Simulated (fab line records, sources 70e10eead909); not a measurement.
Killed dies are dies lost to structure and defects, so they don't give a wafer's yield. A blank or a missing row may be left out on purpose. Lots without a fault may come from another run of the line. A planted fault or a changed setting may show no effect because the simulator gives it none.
Which tool did it? | flow nand_harc | 24 lots, 72 wafers sampled, at 6 steps of a route of 1159

WHAT THE GAUGES READ, wafer by wafer
NHARC_P_M0_INSPECT_11.
lot  | measured     | on                | raw_defect_count
L074 | day 5 23:23  | defect_inspect-01 | 5 2 2
L075 | day 5 22:49  | defect_inspect-02 | 5 0 4
L076 | day 6 09:49  | defect_inspect-01 | 1 1 2
L077 | day 6 10:48  | defect_inspect-01 | 7 5 6
L078 | day 6 20:22  | defect_inspect-01 | 6 4 6
L079 | day 7 02:36  | defect_inspect-01 | 5 6 8
L080 | day 7 08:21  | defect_inspect-02 | 3 7 1
L081 | day 7 11:29  | defect_inspect-01 | 1 5 2
L082 | day 7 20:24  | defect_inspect-01 | 1 4 11
L083 | day 8 00:35  | defect_inspect-02 | 4 5 6
L084 | day 8 18:07  | defect_inspect-02 | 2 1 4
L085 | day 8 22:40  | defect_inspect-02 | 1 7 4
L086 | day 9 04:08  | defect_inspect-02 | 6 9 4
L087 | day 8 21:33  | defect_inspect-02 | 11 4 5
L088 | day 9 06:02  | defect_inspect-01 | 5 4 0
L089 | day 9 12:50  | defect_inspect-01 | 4 3 6
L090 | day 10 01:17 | defect_inspect-02 | 6 6 2
L091 | day 10 04:52 | defect_inspect-01 | 1 4 2
L092 | day 10 07:26 | defect_inspect-01 | 7 2 3
L093 | day 10 10:46 | defect_inspect-01 | 2 2 2
L094 | day 10 19:23 | defect_inspect-02 | 8 1 1
L095 | day 10 19:46 | defect_inspect-02 | 5 2 0
L096 | day 11 09:23 | defect_inspect-02 | 3 1 2
L097 | day 11 19:23 | defect_inspect-02 | 6 9 8

NHARC_P_M1_OVL_MEAS_10: pitch 260 nm.
lot  | measured     | on         | overlay_x_nm (nm) | overlay_y_nm (nm)
L074 | day 6 03:58  | overlay-01 | 1.2 1.3 1.7       | 0.6 -0.8 -0.2
L075 | day 6 03:38  | overlay-02 | 0.2 0.2 0.8       | 0.3 0.1 0.0
L076 | day 6 13:50  | overlay-01 | 1.2 1.0 1.2       | -1.0 -1.2 -1.1
L077 | day 6 14:50  | overlay-02 | -1.2 -1.2 -1.0    | 0.3 0.6 -0.3
L078 | day 7 00:44  | overlay-02 | 0.5 0.4 0.4       | 0.3 0.2 -0.1
L079 | day 7 06:42  | overlay-02 | -0.5 -1.1 -0.7    | -1.4 -1.2 -1.6
L080 | day 7 12:42  | overlay-01 | 0.7 0.7 0.6       | 0.5 1.0 0.2
L081 | day 7 15:54  | overlay-01 | -0.4 -0.1 -0.3    | 0.2 0.3 -0.1
L082 | day 8 00:44  | overlay-01 | -0.7 -1.0 -1.2    | -0.5 -0.2 0.0
L083 | day 8 04:32  | overlay-01 | -1.3 -0.6 -1.4    | -0.2 -0.3 -0.1
L084 | day 8 22:11  | overlay-01 | -0.3 -0.6 -0.5    | 0.2 0.8 0.5
L085 | day 9 02:41  | overlay-02 | 0.0 -0.5 0.1      | -0.5 0.6 -0.3
L086 | day 9 08:31  | overlay-01 | -0.8 -0.5 -0.4    | 0.0 1.0 0.2
L087 | day 9 01:34  | overlay-02 | -0.1 -0.7 -0.6    | -1.1 -1.0 -0.7
L088 | day 9 10:22  | overlay-01 | 1.4 0.9 0.6       | 0.0 0.0 0.2
L089 | day 9 17:24  | overlay-02 | 0.8 0.9 -0.1      | -1.2 -1.0 -0.4
L090 | day 10 05:16 | overlay-02 | 1.8 2.1 1.7       | -0.9 -1.8 -1.4
L091 | day 10 09:06 | overlay-02 | -0.4 -1.1 -0.7    | 0.3 0.4 0.4
L092 | day 10 11:35 | overlay-02 | -0.6 -0.9 -1.0    | -0.1 0.1 -0.1
L093 | day 10 15:06 | overlay-02 | 1.6 2.0 1.8       | 0.2 -0.4 -0.3
L094 | day 10 23:32 | overlay-02 | 1.3 0.5 0.2       | -0.4 -0.5 -0.3
L095 | day 10 23:55 | overlay-02 | -0.8 -0.9 -1.0    | -0.4 -0.5 -0.7
L096 | day 11 13:43 | overlay-02 | 0.7 1.3 0.9       | 1.0 0.7 0.2
L097 | day 11 23:28 | overlay-02 | -0.7 -0.3 -0.4    | 0.4 -0.3 -0.1

WHICH TOOL RAN EACH LOT (tool, then ch and the chambers of the sampled wafers, then the start)
lot  | NHARC_P_ZERO_WELL_DESCUM_13       | NHARC_P_GATE_DESCUM_48             | NHARC_P_GATE_STRIP_95                | NHARC_P_CONTACT_DEP_00
L074 | rie_diel-02 ch 1,3, day 1 13:25   | rie_diel-04 ch 1,3, day 5 09:04    | plasma_asher-02 ch 0, day 5 13:40    | pecvd-04 ch 0,1,2, day 5 23:23 or earlier
L075 | rie_diel-02 ch 2,3, day 1 19:24   | rie_diel-04 ch 0,1, day 5 08:35    | plasma_asher-01 ch 1, day 5 13:21    | pecvd-02 ch 0,2, day 5 22:49 or earlier
L076 | rie_diel-09 ch 0,3, day 2 01:23   | rie_diel-13 ch 1,2,3, day 5 21:16  | plasma_asher-01 ch 0,1, day 6 01:49  | pecvd-02 ch 0,1,2, day 6 09:49 or earlier
L077 | rie_diel-07 ch 1,2,3, day 2 07:25 | rie_diel-06 ch 1,2,3, day 5 21:36  | plasma_asher-02 ch 0,1, day 6 02:27  | pecvd-02 ch 1,2, day 6 10:48 or earlier
L078 | rie_diel-07 ch 0,1,3, day 2 13:25 | rie_diel-04 ch 0,3, day 6 05:16    | plasma_asher-02 ch 1, day 6 09:50    | pecvd-04 ch 0,2, day 6 12:11
L079 | rie_diel-07 ch 0,1, day 2 19:25   | rie_diel-04 ch 0,2,3, day 6 10:51  | plasma_asher-02 ch 1, day 6 15:08    | pecvd-02 ch 1,2, day 7 02:36 or earlier
L080 | rie_diel-02 ch 0,2,3, day 3 01:25 | rie_diel-04 ch 0,1,2, day 6 19:26  | plasma_asher-02 ch 0,1, day 6 23:59  | pecvd-04 ch 0,2, day 7 02:29
L081 | rie_diel-09 ch 1,2,3, day 3 07:25 | rie_diel-04 ch 1,2,3, day 6 21:37  | plasma_asher-01 ch 0,1, day 7 02:10  | pecvd-02 ch 0,1,2, day 7 11:29 or earlier
L082 | rie_diel-02 ch 1,2,3, day 3 13:24 | rie_diel-04 ch 1,2,3, day 7 05:37  | plasma_asher-02 ch 0,1, day 7 10:04  | pecvd-01 ch 0,1,2, day 7 20:24 or earlier
L083 | rie_diel-02 ch 0,1,3, day 3 19:24 | rie_diel-13 ch 0,1,3, day 7 11:50  | plasma_asher-01 ch 0,1, day 7 16:26  | pecvd-04 ch 2, day 7 18:44
L084 | rie_diel-07 ch 0,1, day 4 01:16   | rie_diel-06 ch 0,1,3, day 7 19:59  | plasma_asher-02 ch 0,1, day 8 00:29  | pecvd-02 ch 1,2, day 8 02:54
L085 | rie_diel-02 ch 2,3, day 4 07:38   | rie_diel-04 ch 1,2, day 8 09:02    | plasma_asher-01 ch 0,1, day 8 14:02  | pecvd-04 ch 0,1, day 8 16:23
L086 | rie_diel-02 ch 0,1,2, day 4 13:16 | rie_diel-13 ch 0,2, day 8 12:22    | plasma_asher-01 ch 0,1, day 8 17:14  | pecvd-01 ch 0,2, day 9 04:08 or earlier
L087 | rie_diel-09 ch 0,1,3, day 4 19:17 | rie_diel-06 ch 0,1,2, day 8 08:01  | plasma_asher-02 ch 0,1, day 8 12:41  | pecvd-01 ch 0,1, day 8 21:33 or earlier
L088 | rie_diel-07 ch 0,3, day 5 01:23   | rie_diel-04 ch 0,2,3, day 8 15:35  | plasma_asher-01 ch 0,1, day 8 21:10  | pecvd-01 ch 0,1, day 9 06:02 or earlier
L089 | rie_diel-09 ch 0,3, day 5 07:17   | rie_diel-04 ch 0,1,2, day 9 00:05  | plasma_asher-02 ch 0,1, day 9 04:45  | pecvd-02 ch 0,1, day 9 12:50 or earlier
L090 | rie_diel-09 ch 0,2,3, day 5 13:16 | rie_diel-06 ch 0,2,3, day 9 05:29  | plasma_asher-02 ch 0,1, day 9 09:56  | pecvd-01 ch 0,2, day 10 01:17 or earlier
L091 | rie_diel-09 ch 0,1,3, day 5 19:25 | rie_diel-04 ch 0,2,3, day 9 16:39  | plasma_asher-02 ch 0,1, day 9 21:04  | pecvd-04 ch 0,1,2, day 10 04:52 or earlier
L092 | rie_diel-09 ch 1,2,3, day 6 01:18 | rie_diel-13 ch 0,3, day 9 17:54    | plasma_asher-02 ch 0,1, day 9 22:23  | pecvd-01 ch 0,1,2, day 10 07:26 or earlier
L093 | rie_diel-09 ch 1,2,3, day 6 07:16 | rie_diel-06 ch 0,1,3, day 9 22:39  | plasma_asher-01 ch 0,1, day 10 03:12 | pecvd-04 ch 0,1,2, day 10 10:46 or earlier
L094 | rie_diel-02 ch 0,2,3, day 6 13:25 | rie_diel-04 ch 0,2,3, day 10 04:14 | plasma_asher-01 ch 0,1, day 10 08:48 | pecvd-04 ch 1,2, day 10 19:23 or earlier
L095 | rie_diel-09 ch 0,3, day 6 19:17   | rie_diel-06 ch 0,3, day 10 04:58   | plasma_asher-02 ch 0,1, day 10 09:29 | pecvd-04 ch 0,1,2, day 10 19:46 or earlier
L096 | rie_diel-02 ch 0,1,2, day 7 01:16 | rie_diel-04 ch 0,1,3, day 10 21:08 | plasma_asher-01 ch 0,1, day 11 01:46 | pecvd-02 ch 0,1,2, day 11 09:23 or earlier
L097 | rie_diel-09 ch 0,1,3, day 7 07:26 | rie_diel-04 ch 1,2, day 11 03:43   | plasma_asher-02 ch 0,1, day 11 08:22 | pecvd-01 ch 0,1,2, day 11 19:23 or earlier
- NHARC_P_ZERO_WELL_DESCUM_13: chemistry O2, time 3 s.
- NHARC_P_GATE_DESCUM_48: chemistry O2, time 3 s.
- NHARC_P_GATE_STRIP_95: strips in O2.
- NHARC_P_CONTACT_DEP_00: deposits SiO2, target thk 500 nm.

WHAT THE TOOLS THEMSELVES READ (means of the sampled wafers that have a number; where no wafer has one, the mark that the record gives instead)
NHARC_P_ZERO_WELL_DESCUM_13.
lot  | tool        | drypump_motor_current_A (A) | oes_product_au (a.u.) | rf_vpp_V (V) | showerhead_plenum_p_Torr (Torr) | throttle_valve_pct (%)
L074 | rie_diel-02 | 5.8                         | 1.010                 | 57.5         | 1.81                            | 11.310
L075 | rie_diel-02 | 5.5                         | 0.988                 | 57.6         | 1.99                            | 11.310
L076 | rie_diel-09 | 6.1                         | 0.992                 | 58.1         | 2.00                            | 11.319
L077 | rie_diel-07 | 6.0                         | 0.993                 | 57.9         | 1.90                            | 11.303
L078 | rie_diel-07 | 5.6                         | 1.007                 | 58.1         | 1.88                            | 11.305
L079 | rie_diel-07 | 5.4                         | 0.999                 | 58.1         | 1.90                            | 11.319
L080 | rie_diel-02 | 5.6                         | 0.996                 | 58.2         | 1.98                            | 11.315
L081 | rie_diel-09 | 5.8                         | 0.989                 | 57.5         | 1.93                            | 11.310
L082 | rie_diel-02 | 5.6                         | 0.991                 | 57.6         | 1.90                            | 11.312
L083 | rie_diel-02 | 5.7                         | 0.991                 | 56.8         | 1.89                            | 11.311
L084 | rie_diel-07 | 5.4                         | 0.996                 | 58.2         | 1.90                            | 11.317
L085 | rie_diel-02 | 5.5                         | 0.997                 | 58.1         | 1.93                            | 11.305
L086 | rie_diel-02 | 5.7                         | 0.997                 | 58.3         | 1.94                            | 11.315
L087 | rie_diel-09 | 6.1                         | 1.001                 | 57.6         | 2.00                            | 11.312
L088 | rie_diel-07 | 5.5                         | 1.004                 | 57.6         | 1.88                            | 11.314
L089 | rie_diel-09 | 6.1                         | 1.008                 | 57.5         | 2.00                            | 11.314
L090 | rie_diel-09 | 5.8                         | 1.004                 | 58.3         | 1.93                            | 11.316
L091 | rie_diel-09 | 6.1                         | 1.005                 | 58.0         | 2.00                            | 11.313
L092 | rie_diel-09 | 5.8                         | 1.005                 | 57.7         | 1.93                            | 11.308
L093 | rie_diel-09 | 5.8                         | 1.001                 | 58.9         | 1.93                            | 11.301
L094 | rie_diel-02 | 5.6                         | 0.992                 | 57.4         | 1.97                            | 11.302
L095 | rie_diel-09 | 6.0                         | 1.000                 | 57.4         | 1.97                            | 11.313
L096 | rie_diel-02 | 5.6                         | 0.996                 | 58.8         | 1.94                            | 11.314
L097 | rie_diel-09 | 6.1                         | 1.004                 | 58.0         | 2.00                            | 11.313

NHARC_P_GATE_DESCUM_48.
lot  | tool        | drypump_motor_current_A (A) | oes_product_au (a.u.) | rf_vpp_V (V) | showerhead_plenum_p_Torr (Torr) | throttle_valve_pct (%)
L074 | rie_diel-04 | 5.2                         | 0.987                 | 58.1         | 1.90                            | 11.309
L075 | rie_diel-04 | 5.6                         | 0.997                 | 57.8         | 2.02                            | 11.310
L076 | rie_diel-13 | 5.7                         | 0.992                 | 57.5         | 1.80                            | 11.318
L077 | rie_diel-06 | 6.4                         | 0.993                 | 57.7         | 1.93                            | 11.309
L078 | rie_diel-04 | 5.6                         | 0.997                 | 58.1         | 1.92                            | 11.313
L079 | rie_diel-04 | 5.6                         | 1.001                 | 57.4         | 1.90                            | 11.315
L080 | rie_diel-04 | 5.7                         | 0.998                 | 58.4         | 1.97                            | 11.303
L081 | rie_diel-04 | 5.5                         | 0.997                 | 58.0         | 1.93                            | 11.309
L082 | rie_diel-04 | 5.5                         | 1.000                 | 58.0         | 1.93                            | 11.316
L083 | rie_diel-13 | 5.5                         | 0.998                 | 57.7         | 1.86                            | 11.310
L084 | rie_diel-06 | 6.2                         | 1.008                 | 58.1         | 1.93                            | 11.315
L085 | rie_diel-04 | 5.6                         | 1.004                 | 57.3         | 2.00                            | 11.305
L086 | rie_diel-13 | 6.2                         | 1.006                 | 57.4         | 1.83                            | 11.300
L087 | rie_diel-06 | 6.3                         | 0.997                 | 58.8         | 1.99                            | 11.314
L088 | rie_diel-04 | 5.6                         | 0.999                 | 57.8         | 1.90                            | 11.308
L089 | rie_diel-04 | 5.7                         | 0.989                 | 57.9         | 1.97                            | 11.307
L090 | rie_diel-06 | 6.2                         | 1.004                 | 58.2         | 1.90                            | 11.303
L091 | rie_diel-04 | 5.6                         | 1.000                 | 57.6         | 1.90                            | 11.313
L092 | rie_diel-13 | 5.5                         | 0.992                 | 57.2         | 1.84                            | 11.310
L093 | rie_diel-06 | 6.3                         | 1.002                 | 57.0         | 1.92                            | 11.313
L094 | rie_diel-04 | 5.6                         | 0.992                 | 57.3         | 1.89                            | 11.309
L095 | rie_diel-06 | 6.0                         | 1.014                 | 58.3         | 1.90                            | 11.316
L096 | rie_diel-04 | 5.4                         | 1.002                 | 57.6         | 1.94                            | 11.309
L097 | rie_diel-04 | 5.7                         | 1.001                 | 57.8         | 1.94                            | 11.312

NHARC_P_GATE_STRIP_95.
lot  | tool            | drypump_motor_current_A (A) | heater_power_w (W)
L074 | plasma_asher-02 | 5.59                        | 297
L075 | plasma_asher-01 | 5.14                        | 396
L076 | plasma_asher-01 | 5.13                        | 382
L077 | plasma_asher-02 | 5.66                        | 305
L078 | plasma_asher-02 | 5.74                        | 329
L079 | plasma_asher-02 | 5.71                        | 324
L080 | plasma_asher-02 | 5.66                        | 321
L081 | plasma_asher-01 | 5.11                        | 363
L082 | plasma_asher-02 | 5.64                        | 300
L083 | plasma_asher-01 | 5.12                        | 369
L084 | plasma_asher-02 | 5.72                        | 319
L085 | plasma_asher-01 | 5.11                        | 364
L086 | plasma_asher-01 | 5.12                        | 386
L087 | plasma_asher-02 | 5.70                        | 319
L088 | plasma_asher-01 | 5.12                        | 373
L089 | plasma_asher-02 | 5.68                        | 313
L090 | plasma_asher-02 | 5.71                        | 317
L091 | plasma_asher-02 | 5.64                        | 303
L092 | plasma_asher-02 | 5.64                        | 305
L093 | plasma_asher-01 | 5.12                        | 366
L094 | plasma_asher-01 | 5.10                        | 368
L095 | plasma_asher-02 | 5.67                        | 315
L096 | plasma_asher-01 | 5.11                        | 378
L097 | plasma_asher-02 | 5.65                        | 300

NHARC_P_CONTACT_DEP_00.
lot  | tool     | heater_power_outer_w (W) | heater_power_w (W) | throttle_valve_pct (%)
L074 | pecvd-04 | 282                      | 492                | 15.6
L075 | pecvd-02 | 242                      | 508                | 16.0
L076 | pecvd-02 | 240                      | 504                | 16.0
L077 | pecvd-02 | 202                      | 461                | 16.0
L078 | pecvd-04 | 238                      | 434                | 15.9
L079 | pecvd-02 | 271                      | 547                | 16.1
L080 | pecvd-04 | 248                      | 430                | 15.9
L081 | pecvd-02 | 262                      | 543                | 16.1
L082 | pecvd-01 | 294                      | 560                | 15.7
L083 | pecvd-04 | 250                      | 427                | 16.0
L084 | pecvd-02 | 218                      | 486                | 16.1
L085 | pecvd-04 | 324                      | 555                | 15.6
L086 | pecvd-01 | 354                      | 632                | 15.8
L087 | pecvd-01 | 193                      | 424                | 15.5
L088 | pecvd-01 | 276                      | 531                | 15.7
L089 | pecvd-02 | 272                      | 543                | 16.4
L090 | pecvd-01 | 361                      | 661                | 16.1
L091 | pecvd-04 | 317                      | 533                | 15.7
L092 | pecvd-01 | 289                      | 559                | 15.8
L093 | pecvd-04 | 308                      | 513                | 15.7
L094 | pecvd-04 | 439                      | 692                | 15.5
L095 | pecvd-04 | 343                      | 573                | 15.5
L096 | pecvd-02 | 245                      | 512                | 16.0
L097 | pecvd-01 | 294                      | 553                | 15.6

THE ANSWER, worked out from the rows above alone
Rule: what is usual is taken from the lots themselves. Put in order of their means at a reading, lots are off if they are a third of the lots or fewer, leave a main group of 4 or more, and stand apart from it by a gap of 3 or more times the standard deviation of the main group's means; of several such gaps the widest counts. A main group whose means are all the same, to the digits that the tables above print for the reading, isn't used. A lot without any number at a reading at which 4 lots or more have one is off too. The other lots that the step has rows for count as sound. The gauges are gone through in route order, then the tools' own readings, and for those a lot's mean is taken as printed above. The first step at which some lot is off is used, and at that step the reading that is off furthest; a lot without a number counts as furthest.
No lot is off at any reading shown: from this, nothing can be told.

WHAT THE SIMULATOR HAD PUT IN
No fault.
